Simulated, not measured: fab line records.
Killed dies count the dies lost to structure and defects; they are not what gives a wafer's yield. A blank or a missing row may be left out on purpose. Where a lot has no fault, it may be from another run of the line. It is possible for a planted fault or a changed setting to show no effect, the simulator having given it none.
Chamber matching | flow n5Finfet | rieDiel-01 running N5_BEOL_M15_ETCH_61: 4 sister chambers
The step etches BARC in N2/H2, target depth 89 nm, overetch 26.7 nm, time 67.9 s. 4 wafers are shown with their chamber, then 8 later ones without.

WAFERS WITH THEIR CHAMBER
wafer  | chamber | throttleValvePct (%)
L079.6 | 0       | 17.40
L081.4 | 1       | 17.67
L082.5 | 2       | 18.20
L090.2 | 3       | 17.82

WAFERS WITH NO CHAMBER GIVEN
wafer  | throttleValvePct (%)
L090.4 | 18.24
L090.5 | 17.83
L091.1 | 17.82
L091.4 | 17.47
L091.6 | 17.45
L094.1 | 17.48
L094.2 | 17.84
L094.5 | 17.83

CHAMBER TAKEN BY EACH
wafer  | from the rows above | in truth
L090.4 | 2                   | 2
L090.5 | 3                   | 3
L091.1 | 3                   | 3
L091.4 | 0                   | 0
L091.6 | 0                   | 0
L094.1 | 0                   | 0
L094.2 | 3                   | 3
L094.5 | 3                   | 3
8 of 8 placed correctly. Not placeable from these rows: 0. Placed wrongly: 0.
How it was worked out, from the rows above alone: a wafer's distance from a chamber is the root of the sum, over the readings, of the square of ((its reading less the chamber's mean) divided by the reading's scatter). The wafer belongs to the nearest chamber; if the next one is less than 2 further off, it can't be placed. A chamber's mean is the mean of its shown wafers. The scatter (one wafer shown for each chamber): square how far every hidden wafer sits from the nearest shown wafer, average those squares and take the square root.
